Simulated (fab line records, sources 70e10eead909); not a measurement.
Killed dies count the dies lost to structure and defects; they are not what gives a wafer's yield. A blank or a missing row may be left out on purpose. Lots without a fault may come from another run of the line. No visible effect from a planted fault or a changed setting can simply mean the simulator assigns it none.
Matching of chambers    flow nand_harc    rie_diel-13 running NHARC_A_M0_ETCH_34: 4 sister chambers
The step etches the open film in N2/H2, target depth 40 nm, overetch 12 nm, time 43.94 s. 8 wafers are shown with their chamber, then 8 later ones without.

WAFERS, EACH WITH ITS CHAMBER
wafer   chamber  drypump_motor_current_A (A)  rf_vpp_V (V)
L078.2  2        5.9                          429.3
L077.2  0        6.6                          433.3
L083.3  1        6.1                          433.1
L083.4  0        6.5                          431.6
L085.2  3        5.7                          430.1
L085.5  2        5.9                          427.9
L085.6  3        5.7                          429.5
L089.4  1        6.0                          434.3

WAFERS WITHOUT THEIR CHAMBER
wafer   drypump_motor_current_A (A)  rf_vpp_V (V)
L089.5  5.9                          429.6
L089.6  5.7                          430.4
L093.1  6.5                          432.7
L093.2  5.7                          429.7
L093.5  5.7                          430.5
L094.2  6.0                          432.2
L094.5  6.0                          432.5
L094.6  5.9                          429.1

WHICH CHAMBER EACH ONE RAN IN
wafer   from the rows above  in truth
L089.5  2                    2
L089.6  3                    3
L093.1  0                    0
L093.2  3                    3
L093.5  3                    3
L094.2  1                    1
L094.5  1                    1
L094.6  2                    2
Placed correctly: 8 of 8. Not placeable from these rows: 0. 0 placed wrongly.
How it was worked out, from the rows above alone: a wafer's distance from a chamber is the root of the sum, over the readings, of the square of ((its reading less the chamber's mean) divided by the reading's scatter). The wafer belongs to the nearest chamber; if the next one is less than 2 further off, it can't be placed. The mean given for a chamber averages the wafers shown for that chamber. How the scatter is found: for the shown wafers, subtract from each reading the mean of its chamber, square and add these, divide the total by (wafers less chambers), then take the root.
